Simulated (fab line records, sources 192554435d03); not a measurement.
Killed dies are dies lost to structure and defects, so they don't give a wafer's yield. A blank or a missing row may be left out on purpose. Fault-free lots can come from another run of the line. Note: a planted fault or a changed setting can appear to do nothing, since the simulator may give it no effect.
Split-lot trial / flow n5Finfet / 7 lots, 39 wafers read, on a route of 1938 steps

ABOUT THE SPLIT
At N5_BEOL_M8_ILD_DEP_00 (deposits SiCOH lowk from DEMS/porogen, target thk 179.75 nm, time 33.4 s), the setting targetThkA was moved away from the recipe's 1797.5 angstrom on 15 of the 39 wafers read, by -51.0% to +42.7%. For the rest of the wafers, this setting stayed at what the recipe calls for.

THE PATH FROM SPLIT TO READING: the file shows 1 step between them
- N5_BEOL_M8_CURE_74: cures SiCOH lowk, time 240 s

THE READING
M8_ILD_THK, in nm, at N5_BEOL_M8_THK_MEAS_01. Typical for fault-free wafers on this fab line: 154.5 nm, with standard deviation 2.3 nm.

wafer=L074.1; tool, chamber at the split=pecvd-01, 1,2,0; targetThkA as run, angstrom=1797.5; against the recipe=recipe; M8_ILD_THK, nm=154.1; against lot-mates on the recipe=-
wafer=L074.2; tool, chamber at the split=pecvd-01, 1,2,0; targetThkA as run, angstrom=1797.5; against the recipe=recipe; M8_ILD_THK, nm=153.9; against lot-mates on the recipe=-
wafer=L074.3; tool, chamber at the split=pecvd-01, 0; targetThkA as run, angstrom=1797.5; against the recipe=recipe; M8_ILD_THK, nm=152.7; against lot-mates on the recipe=-
wafer=L074.4; tool, chamber at the split=pecvd-01, 1; targetThkA as run, angstrom=1797.5; against the recipe=recipe; M8_ILD_THK, nm=155.8; against lot-mates on the recipe=-
wafer=L074.5; tool, chamber at the split=pecvd-01, 2; targetThkA as run, angstrom=1797.5; against the recipe=recipe; M8_ILD_THK, nm=156.3; against lot-mates on the recipe=-
wafer=L074.6; tool, chamber at the split=pecvd-01, 1,2,0; targetThkA as run, angstrom=1797.5; against the recipe=recipe; M8_ILD_THK, nm=154.2; against lot-mates on the recipe=-
wafer=L078.1; tool, chamber at the split=pecvd-02, 2; targetThkA as run, angstrom=2169; against the recipe=+20.7%; M8_ILD_THK, nm=186.3; against lot-mates on the recipe=+32.0
wafer=L078.2; tool, chamber at the split=pecvd-02, 1; targetThkA as run, angstrom=1797.5; against the recipe=recipe; M8_ILD_THK, nm=152.7; against lot-mates on the recipe=-
wafer=L078.3; tool, chamber at the split=pecvd-02, 0; targetThkA as run, angstrom=2169; against the recipe=+20.7%; M8_ILD_THK, nm=184.5; against lot-mates on the recipe=+30.2
wafer=L078.4; tool, chamber at the split=pecvd-02, 1; targetThkA as run, angstrom=1797.5; against the recipe=recipe; M8_ILD_THK, nm=155.4; against lot-mates on the recipe=-
wafer=L078.5; tool, chamber at the split=pecvd-02, 0; targetThkA as run, angstrom=1797.5; against the recipe=recipe; M8_ILD_THK, nm=154.9; against lot-mates on the recipe=-
wafer=L078.6; tool, chamber at the split=pecvd-02, 2; targetThkA as run, angstrom=2169; against the recipe=+20.7%; M8_ILD_THK, nm=188.8; against lot-mates on the recipe=+34.5
wafer=L083.1; tool, chamber at the split=pecvd-03, 2; targetThkA as run, angstrom=1797.5; against the recipe=recipe; M8_ILD_THK, nm=152.3; against lot-mates on the recipe=-
wafer=L083.2; tool, chamber at the split=pecvd-03, 1; targetThkA as run, angstrom=2565; against the recipe=+42.7%; M8_ILD_THK, nm=223.0; against lot-mates on the recipe=+69.2
wafer=L083.3; tool, chamber at the split=pecvd-03, 0; targetThkA as run, angstrom=1797.5; against the recipe=recipe; M8_ILD_THK, nm=153.0; against lot-mates on the recipe=-
wafer=L083.4; tool, chamber at the split=pecvd-03, 0; targetThkA as run, angstrom=2565; against the recipe=+42.7%; M8_ILD_THK, nm=221.3; against lot-mates on the recipe=+67.5
wafer=L083.5; tool, chamber at the split=pecvd-03, 1; targetThkA as run, angstrom=2565; against the recipe=+42.7%; M8_ILD_THK, nm=225.4; against lot-mates on the recipe=+71.6
wafer=L083.6; tool, chamber at the split=pecvd-03, 2; targetThkA as run, angstrom=1797.5; against the recipe=recipe; M8_ILD_THK, nm=156.0; against lot-mates on the recipe=-
wafer=L087.1; tool, chamber at the split=pecvd-03, 2; targetThkA as run, angstrom=1797.5; against the recipe=recipe; M8_ILD_THK, nm=151.4; against lot-mates on the recipe=-
wafer=L087.2; tool, chamber at the split=pecvd-03, 0; targetThkA as run, angstrom=900.6; against the recipe=-49.9%; M8_ILD_THK, nm=75.8; against lot-mates on the recipe=-77.9
wafer=L087.3; tool, chamber at the split=pecvd-03, 1; targetThkA as run, angstrom=900.6; against the recipe=-49.9%; M8_ILD_THK, nm=77.2; against lot-mates on the recipe=-76.5
wafer=L087.4; tool, chamber at the split=pecvd-03, 2; targetThkA as run, angstrom=1797.5; against the recipe=recipe; M8_ILD_THK, nm=153.9; against lot-mates on the recipe=-
wafer=L087.5; tool, chamber at the split=pecvd-03, 1; targetThkA as run, angstrom=900.6; against the recipe=-49.9%; M8_ILD_THK, nm=77.5; against lot-mates on the recipe=-76.2
wafer=L087.6; tool, chamber at the split=pecvd-03, 0; targetThkA as run, angstrom=1797.5; against the recipe=recipe; M8_ILD_THK, nm=155.8; against lot-mates on the recipe=-
wafer=L088.1; tool, chamber at the split=pecvd-02, 2; targetThkA as run, angstrom=1797.5; against the recipe=recipe; M8_ILD_THK, nm=149.4; against lot-mates on the recipe=-
wafer=L088.2; tool, chamber at the split=pecvd-02, 0; targetThkA as run, angstrom=1797.5; against the recipe=recipe; M8_ILD_THK, nm=147.0; against lot-mates on the recipe=-
wafer=L088.3; tool, chamber at the split=pecvd-02, 1; targetThkA as run, angstrom=881.4; against the recipe=-51.0%; M8_ILD_THK, nm=70.0; against lot-mates on the recipe=-79.5
wafer=L088.4; tool, chamber at the split=pecvd-02, 2; targetThkA as run, angstrom=881.4; against the recipe=-51.0%; M8_ILD_THK, nm=71.1; against lot-mates on the recipe=-78.4
wafer=L088.5; tool, chamber at the split=pecvd-02, 0; targetThkA as run, angstrom=881.4; against the recipe=-51.0%; M8_ILD_THK, nm=69.5; against lot-mates on the recipe=-80.0
wafer=L088.6; tool, chamber at the split=pecvd-02, 1; targetThkA as run, angstrom=1797.5; against the recipe=recipe; M8_ILD_THK, nm=152.2; against lot-mates on the recipe=-
wafer=L090.1; tool, chamber at the split=pecvd-03, 1; targetThkA as run, angstrom=2500; against the recipe=+39.1%; M8_ILD_THK, nm=215.0; against lot-mates on the recipe=+60.4
wafer=L090.2; tool, chamber at the split=pecvd-03, 0; targetThkA as run, angstrom=1797.5; against the recipe=recipe; M8_ILD_THK, nm=152.4; against lot-mates on the recipe=-
wafer=L090.3; tool, chamber at the split=pecvd-03, 2; targetThkA as run, angstrom=2500; against the recipe=+39.1%; M8_ILD_THK, nm=213.9; against lot-mates on the recipe=+59.3
wafer=L090.4; tool, chamber at the split=pecvd-03, 0; targetThkA as run, angstrom=1797.5; against the recipe=recipe; M8_ILD_THK, nm=154.5; against lot-mates on the recipe=-
wafer=L090.5; tool, chamber at the split=pecvd-03, 2; targetThkA as run, angstrom=1797.5; against the recipe=recipe; M8_ILD_THK, nm=156.9; against lot-mates on the recipe=-
wafer=L090.6; tool, chamber at the split=pecvd-03, 1; targetThkA as run, angstrom=2500; against the recipe=+39.1%; M8_ILD_THK, nm=217.6; against lot-mates on the recipe=+63.0
wafer=L094.1; tool, chamber at the split=pecvd-02, 1; targetThkA as run, angstrom=1797.5; against the recipe=recipe; M8_ILD_THK, nm=150.2; against lot-mates on the recipe=-
wafer=L094.3; tool, chamber at the split=pecvd-02, 2; targetThkA as run, angstrom=1797.5; against the recipe=recipe; M8_ILD_THK, nm=151.4; against lot-mates on the recipe=-
wafer=L094.6; tool, chamber at the split=pecvd-02, 1; targetThkA as run, angstrom=1797.5; against the recipe=recipe; M8_ILD_THK, nm=154.1; against lot-mates on the recipe=-
The file does not say which wafer passed through which chamber wherever a row lists several chambers: such a row stands for several wafers.

THE FIT
A straight line over all 39 wafers: M8_ILD_THK changes by +1.6 nm for each +1% of targetThkA; r = +1.00; the points scatter about the line by 2.3 nm.
The same after taking each lot's own level away (the mean of its wafers on the recipe; 39 wafers): +1.57 nm for each +1%; r = +1.00; scatter 1.7 nm.
That fit puts the effect of the largest move of targetThkA on the reading at 80 nm.
The span of the lots' own levels, 149.53 to 154.60 nm, comes to 2.2 times the standard deviation stated above.
Consequently the slope shifts little with the lot-to-lot level, the two slopes agreeing.
Check: with one of the wafers moved furthest among these (-51.0%) left out of the fit, the line predicts -79.6 nm for it against its lot-mates. Against them it came out at -79.5 nm.

THESE WAFERS: OTHER SPLITS
Note: prior to the reading, these wafers also went through further splits. Each is held against what the fit with the lots' levels taken away leaves over:
other split on the same wafers=N5_BEOL_M1_HM_DEP_02 targetThkA; wafers away from the commonest value=18; r with M8_ILD_THK (lot level and that fit taken away)=-0.36
other split on the same wafers=N5_BEOL_M4_DESCUM_33 timeS; wafers away from the commonest value=9; r with M8_ILD_THK (lot level and that fit taken away)=+0.09
other split on the same wafers=N5_BEOL_M7_PECVD_70 timeS; wafers away from the commonest value=15; r with M8_ILD_THK (lot level and that fit taken away)=+0.16

THE WHOLE CHAIN: every reading that the file lists as answering this split, in the file's order
step=N5_BEOL_M8_ILD_DEP_00; what it does=deposits SiCOH lowk from DEMS/porogen, target thk 179.75 nm, time 33.4 s; reading=SiCOH_lowk_of_BEOL_M8_ILD_DEP_00.thkNm (the simulator's own value, which no gauge read); change (the file's fit)=+1.8 nm for each +1% of the setting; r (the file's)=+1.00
step=N5_BEOL_M8_CURE_74; what it does=cures SiCOH lowk, time 240 s; reading=SiCOH_lowk_of_BEOL_M8_ILD_DEP_00.thkNm (the simulator's own value, which no gauge read); change (the file's fit)=+1.57 nm for each +1% of the setting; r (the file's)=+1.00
step=N5_BEOL_M8_THK_MEAS_01; what it does=; reading=M8_ILD_THK; change (the file's fit)=+1.57 for each +1% of the setting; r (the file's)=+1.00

THE FILE'S OWN FIT
M8_ILD_THK changes by +1.57 nm for each +1% of targetThkA, r = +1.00.
